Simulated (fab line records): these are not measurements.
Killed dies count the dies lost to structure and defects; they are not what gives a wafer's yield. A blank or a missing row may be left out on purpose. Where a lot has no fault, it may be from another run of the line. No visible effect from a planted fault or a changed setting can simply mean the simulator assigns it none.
Which of the tools did it? | flow n5-finfet | 24 lots, 72 wafers sampled, at 6 steps of a route of 1938

## WHAT THE GAUGES READ, wafer by wafer
N5_STI_FIN_REVEAL_FIN_H_MEAS_10. Usual: 52.1 nm for trench-depth-nm, sd 0.65.
lot  | measured    | on     | trench-depth-nm (nm) | flag
L074 | day 2 15:07 | ocd-01 | 52.4 52.4 51.8       |
L075 | day 2 19:43 | ocd-01 | 51.0 51.5 51.2       |
L076 | day 3 01:47 | ocd-01 | 52.0 52.7 51.7       |
L077 | day 3 07:11 | ocd-01 | 51.9 52.6 51.5       |
L078 | day 3 13:12 | ocd-02 | 52.0 53.0 52.6       |
L079 | day 3 19:23 | ocd-01 | 52.3 50.6 52.2       |
L080 | day 4 01:01 | ocd-02 | 50.9 51.3 50.4       |
L081 | day 4 07:26 | ocd-02 | 53.1 51.3 52.8       |
L082 | day 4 13:13 | ocd-01 | 52.1 52.4 52.4       |
L083 | day 4 20:47 | ocd-01 | 51.7 50.9 51.5       |
L084 | day 5 03:45 | ocd-01 | 52.1 52.2 51.9       |
L085 | day 5 15:03 | ocd-01 | 52.0 52.1 51.8       |
L086 | day 5 19:13 | ocd-02 | 52.4 52.0 51.7       |
L087 | day 5 20:53 | ocd-02 | 52.0 53.2 52.6       |
L088 | day 6 00:30 | ocd-02 | 51.7 52.0 52.1       |
L089 | day 6 08:38 | ocd-01 | 52.5 53.1 53.1       |
L090 | day 6 12:24 | ocd-01 | 52.0 52.3 51.2       |
L091 | day 6 20:32 | ocd-02 | 51.9 50.9 51.7       |
L092 | day 7 00:53 | ocd-02 | 52.2 51.6 51.7       |
L093 | day 7 06:17 | ocd-01 | 52.9 53.0 52.8       |
L094 | day 7 13:47 | ocd-02 | 52.0 51.6 52.3       |
L095 | day 7 17:56 | ocd-01 | 53.1 52.5 53.1       |
L096 | day 8 00:16 | ocd-01 | 52.1 52.0 52.0       |
L097 | day 8 06:30 | ocd-02 | 51.7 52.2 53.0       |

N5_DUMMY_GATE_CD_MEAS_15 targets a cd of 25.8 nm. Usual: 25.02 nm for cd-nm, sd 0.22.
lot  | measured    | on        | cd-nm (nm)        | flag
L074 | day 2 23:41 | cd-sem-03 | 24.93 25.11 25.09 |
L075 | day 3 04:22 | cd-sem-02 | 24.94 24.74 24.81 |
L076 | day 3 10:21 | cd-sem-01 | 25.29 25.14 25.18 |
L077 | day 3 18:10 | cd-sem-01 | 24.99 24.61 24.81 |
L078 | day 3 21:47 | cd-sem-03 | 25.03 24.86 25.13 |
L079 | day 4 04:00 | cd-sem-03 | 24.95 24.56 24.81 |
L080 | day 4 09:44 | cd-sem-01 | 24.91 25.03 24.73 |
L081 | day 4 16:00 | cd-sem-03 | 25.05 25.34 24.69 |
L082 | day 5 00:38 | cd-sem-01 | 25.41 24.93 24.97 |
L083 | day 5 09:13 | cd-sem-01 | 25.19 25.09 24.91 |
L084 | day 5 13:35 | cd-sem-03 | 25.11 25.13 25.09 |
L085 | day 5 23:52 | cd-sem-01 | 24.92 25.04 25.36 |
L086 | day 6 04:04 | cd-sem-03 | 24.91 25.18 25.50 |
L087 | day 6 07:59 | cd-sem-01 | 25.25 24.48 24.96 |
L088 | day 6 11:26 | cd-sem-01 | 25.06 25.19 24.71 |
L089 | day 6 17:19 | cd-sem-02 | 24.98 25.24 24.61 |
L090 | day 6 21:11 | cd-sem-03 | 24.81 25.14 25.28 |
L091 | day 7 05:43 | cd-sem-02 | 25.30 25.05 25.12 |
L092 | day 7 09:54 | cd-sem-01 | 24.86 25.03 24.79 |
L093 | day 7 14:59 | cd-sem-02 | 25.11 25.00 25.10 |
L094 | day 7 23:15 | cd-sem-03 | 24.79 25.19 24.96 |
L095 | day 8 04:45 | cd-sem-02 | 24.98 25.14 25.52 |
L096 | day 8 08:56 | cd-sem-03 | 24.64 25.07 24.69 |
L097 | day 8 15:13 | cd-sem-01 | 25.49 25.04 24.93 |

N5_DUMMY_GATE_CD_MEAS_24 targets a cd of 15 nm. Usual: 15.1 nm for cd-nm, sd 0.35.
lot  | measured    | on        | cd-nm (nm)     | flag
L074 | day 3 00:41 | cd-sem-03 | 15.7 15.5 15.2 |
L075 | day 3 05:22 | cd-sem-03 | 14.7 14.5 15.1 |
L076 | day 3 11:22 | cd-sem-03 | 15.4 15.2 15.4 |
L077 | day 3 19:10 | cd-sem-01 | 14.7 15.5 14.7 |
L078 | day 3 22:47 | cd-sem-03 | 14.8 14.9 15.1 |
L079 | day 4 05:06 | cd-sem-01 | 15.5 15.4 14.6 |
L080 | day 4 10:53 | cd-sem-01 | 14.4 14.5 15.3 |
L081 | day 4 17:23 | cd-sem-03 | 14.8 15.3 14.8 |
L082 | day 5 01:53 | cd-sem-02 | 15.2 15.1 15.6 |
L083 | day 5 10:19 | cd-sem-01 | 15.3 15.3 15.1 |
L084 | day 5 14:47 | cd-sem-03 | 15.0 14.9 15.0 |
L085 | day 6 00:52 | cd-sem-03 | 14.9 15.6 14.9 |
L086 | day 6 05:05 | cd-sem-03 | 15.5 15.3 14.8 |
L087 | day 6 08:59 | cd-sem-01 | 15.0 15.0 14.6 |
L088 | day 6 12:28 | cd-sem-02 | 15.2 14.9 15.6 |
L089 | day 6 18:19 | cd-sem-03 | 15.6 15.0 15.6 |
L090 | day 6 22:12 | cd-sem-02 | 16.0 14.4 15.0 |
L091 | day 7 06:43 | cd-sem-02 | 15.0 15.2 15.0 |
L092 | day 7 10:54 | cd-sem-02 | 14.9 15.3 15.0 |
L093 | day 7 16:14 | cd-sem-01 | 15.3 15.1 15.7 |
L094 | day 8 00:19 | cd-sem-03 | 15.0 14.8 14.6 |
L095 | day 8 05:52 | cd-sem-01 | 14.8 14.9 15.6 |
L096 | day 8 10:03 | cd-sem-02 | 14.5 14.8 15.0 |
L097 | day 8 16:23 | cd-sem-01 | 15.3 15.5 15.5 |

N5_SD_EPI_P_INSPECT_11: inspects for defects (macro). Usual: 2.2 for raw-defect-count, sd 1.4.
lot  | measured    | on                | raw-defect-count | flag
L074 | day 3 06:38 | defect-inspect-02 | 4 3 2            |
L075 | day 3 11:55 | defect-inspect-01 | 0 0 3            |
L076 | day 3 16:56 | defect-inspect-02 | 3 3 3            |
L077 | day 4 01:04 | defect-inspect-02 | 0 2 1            |
L078 | day 4 05:05 | defect-inspect-02 | 3 1 2            |
L079 | day 4 11:03 | defect-inspect-01 | 2 4 3            |
L080 | day 4 16:46 | defect-inspect-02 | 2 6 0            |
L081 | day 5 05:01 | defect-inspect-01 | 2 0 2            |
L082 | day 5 08:21 | defect-inspect-02 | 3 2 1            |
L083 | day 5 16:21 | defect-inspect-02 | 0 3 2            |
L084 | day 5 20:28 | defect-inspect-02 | 2 3 4            |
L085 | day 6 06:44 | defect-inspect-02 | 0 1 2            |
L086 | day 6 10:48 | defect-inspect-01 | 2 2 2            |
L087 | day 6 14:39 | defect-inspect-02 | 3 2 3            |
L088 | day 6 18:35 | defect-inspect-02 | 4 4 3            |
L089 | day 7 00:20 | defect-inspect-02 | 2 6 0            |
L090 | day 7 04:05 | defect-inspect-01 | 2 3 4            |
L091 | day 7 12:59 | defect-inspect-02 | 2 1 2            |
L092 | day 7 16:35 | defect-inspect-02 | 2 2 4            |
L093 | day 7 21:46 | defect-inspect-01 | 3 3 3            |
L094 | day 8 05:57 | defect-inspect-01 | 1 1 5            |
L095 | day 8 12:11 | defect-inspect-01 | 3 1 0            |
L096 | day 8 15:35 | defect-inspect-01 | 1 0 0            |
L097 | day 8 22:46 | defect-inspect-02 | 1 1 5            |

## TOOL THAT RAN EACH LOT (tool first, then ch and the chambers of the sampled wafers, then the start)
lot  | N5_SD_EPI_N_ETCHBACK_44           | N5_SD_EPI_N_STRIP_38
L074 | rie-diel-05 ch 0,2,3, day 3 02:47 | plasma-asher-01 ch 0,1, day 3 03:09
L075 | rie-diel-05 ch 0,1, day 3 07:12   | plasma-asher-02 ch 0,1, day 3 07:34
L076 | rie-diel-04 ch 2,3, day 3 13:04   | plasma-asher-01 ch 0,1, day 3 13:26
L077 | rie-diel-02 ch 1,3, day 3 21:07   | plasma-asher-02 ch 0,1, day 3 21:29
L078 | rie-diel-02 ch 0,1,3, day 4 00:54 | plasma-asher-01 ch 0,1, day 4 01:16
L079 | rie-diel-02 ch 0,1,3, day 4 06:58 | plasma-asher-01 ch 0,1, day 4 07:21
L080 | rie-diel-02 ch 0,1,3, day 4 12:43 | plasma-asher-01 ch 0,1, day 4 13:05
L081 | rie-diel-02 ch 2,3, day 5 00:21   | plasma-asher-02 ch 0,1, day 5 00:44
L082 | rie-diel-04 ch 2,3, day 5 04:21   | plasma-asher-02 ch 0,1, day 5 04:43
L083 | rie-diel-02 ch 0,2, day 5 12:21   | plasma-asher-01 ch 1, day 5 12:43
L084 | rie-diel-04 ch 0,1,3, day 5 16:28 | plasma-asher-01 ch 0,1, day 5 16:50
L085 | rie-diel-05 ch 0,1, day 6 02:46   | plasma-asher-01 ch 0,1, day 6 03:07
L086 | rie-diel-04 ch 0,1, day 6 06:47   | plasma-asher-02 ch 0,1, day 6 07:09
L087 | rie-diel-05 ch 0,1,3, day 6 10:39 | plasma-asher-02 ch 0,1, day 6 11:01
L088 | rie-diel-02 ch 0,1,3, day 6 14:25 | plasma-asher-01 ch 0,1, day 6 14:56
L089 | rie-diel-05 ch 0,2,3, day 6 20:11 | plasma-asher-01 ch 0,1, day 6 20:33
L090 | rie-diel-04 ch 1,3, day 7 00:03   | plasma-asher-02 ch 0,1, day 7 00:25
L091 | rie-diel-04 ch 2,3, day 7 08:23   | plasma-asher-01 ch 0,1, day 7 08:46
L092 | rie-diel-02 ch 0,1,2, day 7 12:44 | plasma-asher-02 ch 0,1, day 7 13:05
L093 | rie-diel-05 ch 1,2,3, day 7 17:54 | plasma-asher-01 ch 0,1, day 7 18:17
L094 | rie-diel-04 ch 0,1,3, day 8 01:58 | plasma-asher-02 ch 0,1, day 8 02:20
L095 | rie-diel-04 ch 0,2,3, day 8 07:32 | plasma-asher-01 ch 0,1, day 8 07:54
L096 | rie-diel-04 ch 0,1,3, day 8 11:43 | plasma-asher-02 ch 0,1, day 8 12:05
L097 | rie-diel-02 ch 2,3, day 8 18:19   | plasma-asher-01 ch 0, day 8 18:41
- N5_SD_EPI_N_ETCHBACK_44: etches SiNx in CH3F/O2, stops on SiO2, target depth 14.5 nm.
- N5_SD_EPI_N_STRIP_38: strips in N2/H2.

## AS READ BY THE TOOLS THEMSELVES (means over the sampled wafers that have a number; for cases with no such wafer, the mark the record gives instead)
N5_SD_EPI_N_ETCHBACK_44. Usual: O2_flow_sccm 20.00 sccm, standard deviation 0.059; drypump-motor-current-A 5.9 A, standard deviation 0.37; oes-product-au 0.68 a.u., standard deviation 0.069; rf-vpp-V 298.3 V, standard deviation 2.4; showerhead-plenum-p-Torr 2.03 Torr, standard deviation 0.092; throttle-valve-pct 16.25 %, standard deviation 0.18.
lot  | tool        | O2_flow_sccm (sccm) | drypump-motor-current-A (A) | oes-product-au (a.u.) | rf-vpp-V (V) | showerhead-plenum-p-Torr (Torr) | throttle-valve-pct (%) | flag
L074 | rie-diel-05 | 20.01               | 5.9                         | 0.63                  | 298.6        | 2.02                            | 16.41                  |
L075 | rie-diel-05 | 19.97               | 5.4                         | 0.68                  | 298.7        | 1.94                            | 16.31                  |
L076 | rie-diel-04 | 20.02               | 6.0                         | 0.70                  | 299.6        | 1.98                            | 16.24                  |
L077 | rie-diel-02 | 20.03               | 5.8                         | 0.69                  | 298.0        | 2.10                            | 16.13                  |
L078 | rie-diel-02 | 20.05               | 5.6                         | 0.73                  | 298.3        | 2.11                            | 16.09                  |
L079 | rie-diel-02 | 19.99               | 5.6                         | 0.73                  | 298.3        | 2.11                            | 16.10                  |
L080 | rie-diel-02 | 20.00               | 5.6                         | 0.72                  | 298.7        | 2.11                            | 16.10                  |
L081 | rie-diel-02 | 19.96               | 6.2                         | 0.61                  | 300.1        | 2.00                            | 16.36                  |
L082 | rie-diel-04 | 19.99               | 6.0                         | 0.73                  | 298.6        | 1.97                            | 16.33                  |
L083 | rie-diel-02 | 20.03               | 5.7                         | 0.70                  | 298.2        | 2.08                            | 16.14                  |
L084 | rie-diel-04 | 20.00               | 6.1                         | 0.69                  | 297.3        | 2.00                            | 16.14                  |
L085 | rie-diel-05 | 20.10               | 5.5                         | 0.66                  | 299.9        | 2.00                            | 16.26                  |
L086 | rie-diel-04 | 20.01               | 6.2                         | 0.69                  | 295.3        | 1.98                            | 16.15                  |
L087 | rie-diel-05 | 20.02               | 5.7                         | 0.64                  | 298.5        | 2.00                            | 16.39                  |
L088 | rie-diel-02 | 20.00               | 5.6                         | 0.70                  | 298.6        | 2.11                            | 16.13                  |
L089 | rie-diel-05 | 19.95               | 5.9                         | 0.69                  | 299.4        | 2.09                            | 16.29                  |
L090 | rie-diel-04 | 19.95               | 6.0                         | 0.63                  | 295.6        | 1.93                            | 16.22                  |
L091 | rie-diel-04 | 19.98               | 6.0                         | 0.67                  | 300.5        | 1.97                            | 16.30                  |
L092 | rie-diel-02 | 20.03               | 5.7                         | 0.68                  | 299.6        | 2.07                            | 16.28                  |
L093 | rie-diel-05 | 20.07               | 5.8                         | 0.69                  | 298.3        | 2.02                            | 16.41                  |
L094 | rie-diel-04 | 20.02               | 6.2                         | 0.67                  | 296.9        | 2.00                            | 16.17                  |
L095 | rie-diel-04 | 19.97               | 6.1                         | 0.70                  | 297.8        | 2.02                            | 16.25                  |
L096 | rie-diel-04 | 19.99               | 6.2                         | 0.67                  | 297.2        | 2.00                            | 16.18                  |
L097 | rie-diel-02 | 20.01               | 6.1                         | 0.61                  | 298.1        | 2.03                            | 16.30                  |

N5_SD_EPI_N_STRIP_38. Usual: drypump-motor-current-A 5.34 A, standard deviation 0.26; heater-power-w 349 W, standard deviation 16; oes-product-au 0.761 a.u., standard deviation 0.012.
lot  | tool            | drypump-motor-current-A (A) | heater-power-w (W) | oes-product-au (a.u.) | flag
L074 | plasma-asher-01 | 5.42                        | 355                | 0.764                 |
L075 | plasma-asher-02 | 5.32                        | 350                | 0.756                 |
L076 | plasma-asher-01 | 5.43                        | 356                | 0.761                 |
L077 | plasma-asher-02 | 5.32                        | 350                | 0.766                 |
L078 | plasma-asher-01 | 5.21                        | 341                | 0.751                 |
L079 | plasma-asher-01 | 5.39                        | 349                | 0.763                 |
L080 | plasma-asher-01 | 5.44                        | 351                | 0.752                 |
L081 | plasma-asher-02 | 5.42                        | 352                | 0.757                 |
L082 | plasma-asher-02 | 5.40                        | 350                | 0.764                 |
L083 | plasma-asher-01 | 5.61                        | 361                | 0.757                 |
L084 | plasma-asher-01 | 5.23                        | 342                | 0.770                 |
L085 | plasma-asher-01 | 5.21                        | 344                | 0.752                 |
L086 | plasma-asher-02 | 5.42                        | 352                | 0.761                 |
L087 | plasma-asher-02 | 5.30                        | 345                | 0.765                 |
L088 | plasma-asher-01 | 5.43                        | 353                | 0.746                 |
L089 | plasma-asher-01 | 5.21                        | 346                | 0.753                 |
L090 | plasma-asher-02 | 5.40                        | 348                | 0.754                 |
L091 | plasma-asher-01 | 5.23                        | 343                | 0.755                 |
L092 | plasma-asher-02 | 5.41                        | 355                | 0.765                 |
L093 | plasma-asher-01 | 5.20                        | 344                | 0.775                 |
L094 | plasma-asher-02 | 5.32                        | 344                | 0.753                 |
L095 | plasma-asher-01 | 5.42                        | 355                | 0.757                 |
L096 | plasma-asher-02 | 5.40                        | 352                | 0.761                 |
L097 | plasma-asher-01 | 4.99                        | 329                | 0.764                 |

## THE ANSWER, worked out from the rows above alone
Rule: take the mean of a lot's wafers that have a number; if it is more than 3 standard deviations from the usual mean, the lot is off. Also off: a lot with no number at a reading for which 4 or more lots have one. Where the step has rows for the other lots, those lots are counted as sound. After the gauges, taken in route order, come the tools' own readings; for these a lot's mean is taken, as printed above. The first step at which some lot is off is used, and at that step the reading that is off furthest; a lot without a number counts as furthest.
Across all readings shown, no lot is off: no conclusion can be drawn from this.

## WHAT THE SIMULATOR HAD INSERTED
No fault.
